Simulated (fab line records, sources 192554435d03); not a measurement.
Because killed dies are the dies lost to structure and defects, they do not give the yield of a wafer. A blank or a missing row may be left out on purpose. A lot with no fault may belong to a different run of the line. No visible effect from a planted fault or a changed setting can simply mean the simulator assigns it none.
Matching of chambers	flow n5 finfet	3 sister chambers for N5_BEOL_M10_ILD_DEP_00 on pecvd-02
The step deposits SiCOH lowk from DEMS/porogen, target thk 308.51 nm, time 58 s. 3 wafers are shown with their chamber, then 12 later ones without.

## WAFERS PAIRED WITH THEIR CHAMBERS
wafer	chamber	throttle valve pct (%)
L088.6	2	13.8
L094.4	0	12.8
L094.6	1	13.7

## WAFERS WHOSE CHAMBER IS MISSING
wafer	throttle valve pct (%)
L096.2	13.8
L096.4	13.2
L096.6	13.8
L092.3	14.0
L092.5	13.9
L092.6	14.2
L095.1	13.7
L095.3	13.9
L095.4	13.9
L097.1	13.8
L097.5	12.8
L097.6	13.8

## EACH ONE'S CHAMBER
wafer	from the rows above	in truth
L096.2	can't be placed: 2 or 1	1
L096.4	can't be placed: 0 or 1 or 2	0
L096.6	can't be placed: 2 or 1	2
L092.3	can't be placed: 2 or 1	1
L092.5	can't be placed: 2 or 1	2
L092.6	can't be placed: 2 or 1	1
L095.1	can't be placed: 1 or 2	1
L095.3	can't be placed: 2 or 1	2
L095.4	can't be placed: 2 or 1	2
L097.1	can't be placed: 2 or 1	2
L097.5	0	0
L097.6	can't be placed: 2 or 1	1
Placed correctly: 1 of 12. Can't be placed from these rows: 11 (the true chamber is among the candidates in 11). Wrongly placed: 0.
How it was worked out, from the rows above alone: a wafer's distance from a chamber is the root of the sum, over the readings, of the square of ((its reading less the chamber's mean) divided by the reading's scatter). If the next closest chamber is less than 2 further off than the closest, the wafer can't be placed; otherwise it belongs to the closest. The mean given for a chamber averages the wafers shown for that chamber. The scatter: with one shown wafer a chamber, the root of the mean of the squares of how far each hidden wafer lies from its nearest shown one.
